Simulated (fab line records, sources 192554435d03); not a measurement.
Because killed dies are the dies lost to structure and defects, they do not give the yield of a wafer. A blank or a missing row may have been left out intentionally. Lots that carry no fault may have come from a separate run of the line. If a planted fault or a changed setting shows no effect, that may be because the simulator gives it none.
A lot that was struck, set against a sound lot :: flow n5 finfet :: 28 steps out of a route of 1938
Sound: wafers L212.2, L212.5, L212.6. Struck: wafer L222.6 (L222.2, L222.3, from the same lot, were not struck and are left out); the cause is given at the end.
At each step with rows: each side's tool, then ch and its chambers, then its first start. Under that, the readings that differ: sound wafers :: struck wafers :: difference of the means :: sigmas: that difference in standard deviations of wafers without a fault.
alike: readings with means less than 2 such deviations apart, plus words and numbers identical on both sides. not compared: withheld readings, readings lacking a value on some wafer, bounds such as >300 that could conceal the same value, and numbers that have no deviation in the record and whose values overlap.
The two part at a step that has a row with sigmas, a row that says differs or no value, or rows on one side only. Numbers that have no deviation but don't overlap get no sigmas and don't part them. A reading missing from all wafers of one side parts the sides only when that side holds two or more wafers.

N5_STI_FIN_REVEAL_ALD_14: deposits Si3N4, target thk 3 nm.
  sound on ald sin-02 ch 1,2,3, day 2 18:23; struck on ald sin-02 ch 1, day 5 07:37
reading: heater power w (W)
sound: 736 928 963
struck: 723
difference: -153
sigmas: -2
then, 3 steps without rows for these wafers: N5_STI_FIN_REVEAL_FCVD_FILL_01 (material SiO2 flowable, target thk 312 nm, time 512.2 s); N5_STI_FIN_REVEAL_DENSIFY_02 (time 1800 s); N5_STI_FIN_REVEAL_CMP_04 (polishes, stops on Si3N4, t overpolish 4 s, target thk 131.83 nm).
N5_STI_FIN_REVEAL_THK_MEAS_05:
  sound: film metro-01 at day 3 00:20; struck: film metro-02 at day 5 12:57
reading: thk nm (nm)
sound: 131.1 129.8 131.8
struck: 132.8
difference: +1.9
sigmas: +2
N5_STI_FIN_REVEAL_DENSIFY_30:
  sound on rtp anneal-01 ch 0, day 3 00:23; struck on rtp anneal-01 ch 0, day 5 13:02
  alike: lamp power pct
  not compared: wafer_temp_C_max
N5_STI_FIN_REVEAL_ETCHBACK_08: etches SiO2 in C4F6/O2, target depth 30.5 nm, time 10.167 s.
  sound on rie diel-01 ch 0,1,2, day 3 00:35; struck on rie diel-03 ch 0, day 5 13:14
  alike: bias w, drypump motor current A, mfc ar sccm, oes product au, rf vpp V, showerhead plenum p Torr, throttle valve pct
  not compared: rf hours counter h
then, 5 steps without rows for these wafers: N5_STI_FIN_REVEAL_STRIP_24 (strips in N2/H2, time 90 s); N5_STI_FIN_REVEAL_PRECLEAN_25 (cleans in SPM, time 90 s); N5_STI_FIN_REVEAL_PRECLEAN_26 (cleans in SC1, time 45 s); N5_STI_FIN_REVEAL_PRECLEAN_29 (cleans in DHF, time 30 s); N5_STI_FIN_REVEAL_SRD_12 (time 30 s).
N5_STI_FIN_REVEAL_RECESS_09: chemistry HF/NH3, target SiO2, afs cycles 11, target depth 42.5 nm, sublimation time 60 s.
  sound on vapor etch-01 ch 0,1, day 3 00:50; struck on vapor etch-01 ch 1, day 5 13:29
reading: model.etch.depth nm (nm)
sound: 42.86 42.86 42.86
struck: 64.28
difference: +21.42
sigmas: 

reading: model.SiNx_of_FIN_SAQP_HM_DEP_03.thk nm (nm)
sound: 17.4 17.8 17.8
struck: 17.2
difference: -0.5
sigmas: 
  alike: drypump motor current A
then, 3 steps without rows for these wafers: N5_STI_FIN_REVEAL_STRIP_16 (strips SiNx in H3PO4, target depth 23.8 nm); N5_STI_FIN_REVEAL_PRECLEAN_17 (cleans in NF3:NH3, afs cycles 1, time 20 s, sublimation time 60 s); N5_STI_FIN_REVEAL_ETCH_34 (etches Si in H2, material Si, target depth 0.97 nm).
N5_STI_FIN_REVEAL_OXIDATION_31: chemistry O2 PLASMA REMOTE, time 20 s.
  sound on plasma asher-02 ch 0,1, day 3 02:59; struck on plasma asher-01 ch 1, day 5 15:41
reading: drypump motor current A (A)
sound: 6.3 6.3 6.3
struck: 4.9
difference: -1.4
sigmas: -2
  alike: heater power w
  not compared: rf hours counter h
then, 3 steps without rows for these wafers: N5_STI_FIN_REVEAL_PRECLEAN_32 (cleans in NF3:NH3, afs cycles 1, time 20 s, sublimation time 60 s); N5_STI_FIN_REVEAL_STRIP_35 (strips Si3N4 in H3PO4, target depth 4 nm, time 39 s); N5_STI_FIN_REVEAL_SRD_21 (time 30 s).
N5_STI_FIN_REVEAL_OXIDATION_33: chemistry O2 PLASMA REMOTE, time 20 s.
  sound on plasma asher-02 ch 0,1, day 3 03:20; struck on plasma asher-01 ch 0, day 5 16:02
reading: heater power w (W)
sound: 149 159 155
struck: 183
difference: +29
sigmas: +2
  alike: drypump motor current A
  not compared: rf hours counter h
then, 2 steps without rows for these wafers: N5_STI_FIN_REVEAL_CLEAN_19 (cleans in O3/DIW, time 120 s); N5_STI_FIN_REVEAL_SRD_23 (time 30 s).
N5_STI_FIN_REVEAL_CD_MEAS_22: target cd 6.238 nm, pitch 28 nm.
  sound: cd sem-03 at day 3 03:30; struck: cd sem-02 at day 5 16:13
  alike: cd nm
N5_STI_FIN_REVEAL_FIN_H_MEAS_10:
  sound: ocd-01 at day 3 03:32; struck: ocd-01 at day 5 16:14
reading: trench depth nm (nm)
sound: 51.7 51.5 51.3
struck: 73.3
difference: +21.8
sigmas: +28
then, 1 step without rows for these wafers: N5_STI_FIN_REVEAL_PRECLEAN_18 (cleans in SC2, time 45 s).
-- a jump in the record: the struck wafers' starts before and after are 7 days apart (it breaks off in module STI_FIN_REVEAL and resumes in module BEOL_M4, where the first step shown is number 1111 of the route) --
N5_BEOL_M4_RC_MEAS_101:
  sound on prober-01 ch 0, day 9 13:47; struck on prober-02 ch 0, day 12 15:40
reading: SS_N (mV/dec)
sound: 70.5 70.9 70.9
struck: 71.9
difference: +1.1
sigmas: +2

reading: SS_P (mV/dec)
sound: 73.4 74.0 74.1
struck: 72.4
difference: -1.4
sigmas: -3

reading: VT_P (mV)
sound: -252 -253 -253
struck: -242
difference: +11
sigmas: +3
  alike: DIBL_N, DIBL_P, IOFF_N, IOFF_P, ION_N, ION_P, VT_N
N5_PASSIVATION_PROBE_49:
  rows exist in the record for the sound wafers here (prober-01, day 14 07:05), none for the struck ones

WHERE THEY PART
Earliest at N5_STI_FIN_REVEAL_ALD_14; latest, in this record, at N5_PASSIVATION_PROBE_49.

WHY: what the simulator had put in
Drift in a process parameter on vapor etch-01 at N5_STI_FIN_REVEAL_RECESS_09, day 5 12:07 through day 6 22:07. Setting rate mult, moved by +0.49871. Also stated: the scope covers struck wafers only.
